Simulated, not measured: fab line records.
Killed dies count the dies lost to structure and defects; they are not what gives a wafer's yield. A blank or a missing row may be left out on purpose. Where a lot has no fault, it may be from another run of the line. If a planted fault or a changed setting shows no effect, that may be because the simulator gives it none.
Split-lot trial    flow n5 finfet    on a route of 1938 steps: 7 lots, 39 wafers read

== SPLIT DETAILS ==
At N5_BEOL_M1_ILD_DEP_00 (deposits SiOC from DEMS/O2, target thk 79 nm, time 15.3 s), the setting target thk a was moved away from the recipe's 790 angstrom on 12 of the 39 wafers read, by -57.3% to -31.7%. All remaining wafers had this setting at the recipe value.

There is no step in the file separating the split from the reading.

== THE READING ==
Values of M1_ILD_THK in nm from N5_BEOL_M1_THK_MEAS_01. A value of 79.4 nm with a standard deviation of 1.1 nm is what fault-free wafers of this fab line usually give.

wafer   tool, chamber at the split  target thk a as run, angstrom  against the recipe  M1_ILD_THK, nm  against lot-mates on the recipe
L075.1  pecvd-01, 0                 790                            recipe              79.3            -
L075.2  pecvd-01, 1                 400.1                          -49.4%              39.1            -40.5
L075.3  pecvd-01, 2                 400.1                          -49.4%              40.5            -39.1
L075.4  pecvd-01, 0                 400.1                          -49.4%              41.8            -37.8
L075.5  pecvd-01, 1,2               790                            recipe              79.9            -
L075.6  pecvd-01, 1,2               790                            recipe              79.7            -
L079.1  pecvd-02, 1                 337.7                          -57.3%              34.0            -45.4
L079.2  pecvd-02, 2                 790                            recipe              79.3            -
L079.3  pecvd-02, 0                 337.7                          -57.3%              33.1            -46.3
L079.4  pecvd-02, 2                 790                            recipe              79.8            -
L079.5  pecvd-02, 0                 790                            recipe              79.1            -
L079.6  pecvd-02, 1                 337.7                          -57.3%              34.6            -44.8
L074.2  pecvd-01, 1                 790                            recipe              77.4            -
L074.3  pecvd-01, 0                 790                            recipe              79.0            -
L074.5  pecvd-01, 0                 790                            recipe              79.5            -
L082.1  pecvd-04, 1                 539.9                          -31.7%              53.0            -25.1
L082.2  pecvd-04, 0                 790                            recipe              78.0            -
L082.3  pecvd-04, 1                 790                            recipe              78.9            -
L082.4  pecvd-04, 0                 539.9                          -31.7%              53.3            -24.8
L082.5  pecvd-04, 1                 790                            recipe              77.3            -
L082.6  pecvd-04, 0                 539.9                          -31.7%              53.9            -24.2
L086.1  pecvd-04, 1                 790                            recipe              78.5            -
L086.2  pecvd-04, 0                 790                            recipe              78.3            -
L086.3  pecvd-04, 2                 790                            recipe              79.6            -
L086.4  pecvd-04, 2,1               790                            recipe              79.9            -
L086.5  pecvd-04, 0                 790                            recipe              80.3            -
L086.6  pecvd-04, 2,1               790                            recipe              79.8            -
L095.1  pecvd-02, 0                 790                            recipe              78.1            -
L095.2  pecvd-02, 2                 790                            recipe              79.2            -
L095.3  pecvd-02, 0                 433.8                          -45.1%              43.0            -36.2
L095.4  pecvd-02, 2                 433.8                          -45.1%              45.3            -33.9
L095.5  pecvd-02, 2                 433.8                          -45.1%              45.2            -34.0
L095.6  pecvd-02, 0                 790                            recipe              80.2            -
L097.1  pecvd-01, 2                 790                            recipe              79.3            -
L097.2  pecvd-01, 1                 790                            recipe              80.2            -
L097.3  pecvd-01, 0                 790                            recipe              79.7            -
L097.4  pecvd-01, 2                 790                            recipe              80.3            -
L097.5  pecvd-01, 0,1               790                            recipe              81.0            -
L097.6  pecvd-01, 0,1               790                            recipe              80.9            -
If several chambers appear in one row, that row covers several wafers at once and the file leaves open which wafer was in which chamber.

THE FIT
A straight line over all 39 wafers: M1_ILD_THK changes by +0.79 nm for each +1% of target thk a; r = +1.00; the points scatter about the line by 0.99 nm.
The same after taking each lot's own level away (the mean of its wafers on the recipe; 39 wafers): +0.787 nm for each +1%; r = +1.00; scatter 0.8 nm.
According to that fit, moving target thk a by its largest amount changes the reading by 45 nm.
Across the lots, their own levels run from 78.07 to 80.23 nm, a range of 2.0 times the standard deviation given above.
So the lot-to-lot level changes the slope little: the two slopes agree.
Check: with one of the wafers moved furthest among these (-57.3%) left out of the fit, the line predicts -45 nm for it against its lot-mates. It came out at -45.4 nm against them.

== THE OTHER SPLITS THESE WAFERS WENT THROUGH ==
Other splits were also applied to these wafers ahead of the reading. Each is held against what the fit with the lots' levels taken away leaves over:
other split on the same wafers         wafers away from the commonest value  r with M1_ILD_THK (lot level and that fit taken away)
N5_FIN_SAQP_DEVELOP_15 develop time s  18                                    -0.08
N5_HKMG_FIN_HK_ALD_01 ald cycles       9                                     +0.05
N5_MOL_CONTACT_COAG_ALD_27 ald cycles  12                                    +0.17
N5_BEOL_M0_CUTY_ETCH_63 time s         15                                    -0.18

== THE WHOLE CHAIN: every reading that the file lists as answering this split, in the file's order ==
step                    what it does                                               reading                                                                             change (the file's fit)                r (the file's)
N5_BEOL_M1_ILD_DEP_00   deposits SiOC from DEMS/O2, target thk 79 nm, time 15.3 s  SiOC_of_BEOL_M1_ILD_DEP_00.thk nm (the simulator's own value, which no gauge read)  +0.787 nm for each +1% of the setting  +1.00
N5_BEOL_M1_THK_MEAS_01                                                             M1_ILD_THK                                                                          +0.787 for each +1% of the setting     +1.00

== THE FILE'S OWN FIT ==
M1_ILD_THK changes by +0.787 nm for each +1% of target thk a, r = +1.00.
